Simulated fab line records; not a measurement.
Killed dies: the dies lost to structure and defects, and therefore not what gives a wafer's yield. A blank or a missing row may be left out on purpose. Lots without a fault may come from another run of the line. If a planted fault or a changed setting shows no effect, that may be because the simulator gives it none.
Chamber matching | flow n5-finfet | N5_BEOL_M6_STRIP_36 on rie-diel-04: 4 sister chambers
The step strips in N2/H2. 8 wafers are shown with their chamber, then 12 later ones without.

== WAFERS PAIRED WITH THEIR CHAMBERS ==
wafer  | chamber | showerhead-plenum-p-Torr (Torr) | throttle-valve-pct (%)
L079.2 | 2       | 2.52                            | 23.38
L082.1 | 3       | 2.45                            | 23.64
L083.3 | 2       | 2.51                            | 23.36
L083.5 | 0       | 2.44                            | 23.49
L083.6 | 3       | 2.45                            | 23.67
L085.2 | 0       | 2.44                            | 23.50
L085.4 | 1       | 2.61                            | 23.90
L085.6 | 1       | 2.61                            | 23.89

== WAFERS WITHOUT THEIR CHAMBER ==
wafer  | showerhead-plenum-p-Torr (Torr) | throttle-valve-pct (%)
L090.2 | 2.44                            | 23.70
L090.3 | 2.51                            | 23.40
L090.5 | 2.44                            | 23.48
L093.2 | 2.51                            | 23.39
L093.5 | 2.50                            | 23.39
L093.6 | 2.44                            | 23.68
L094.2 | 2.44                            | 23.65
L094.4 | 2.60                            | 23.91
L094.5 | 2.44                            | 23.64
L097.1 | 2.43                            | 23.51
L097.3 | 2.60                            | 23.93
L097.4 | 2.50                            | 23.39

== WHICH CHAMBER EACH WENT THROUGH ==
wafer  | from the rows above | in truth
L090.2 | 3                   | 3
L090.3 | 2                   | 2
L090.5 | 0                   | 0
L093.2 | 2                   | 2
L093.5 | 2                   | 2
L093.6 | 3                   | 3
L094.2 | 3                   | 3
L094.4 | 1                   | 1
L094.5 | 3                   | 3
L097.1 | 0                   | 0
L097.3 | 1                   | 1
L097.4 | 2                   | 2
Placed correctly: 12 of 12. From these rows, 0 cannot be placed. Number placed wrongly: 0.
How it was worked out, from the rows above alone: a wafer's distance from a chamber is the root of the sum, over the readings, of the square of ((its reading less the chamber's mean) divided by the reading's scatter). The wafer belongs to the nearest chamber; if the next one is less than 2 further off, it can't be placed. A chamber's mean is the mean of its shown wafers. The scatter: the root of (the sum of the squares of (reading less its chamber's mean) over the shown wafers, divided by (wafers less chambers)).
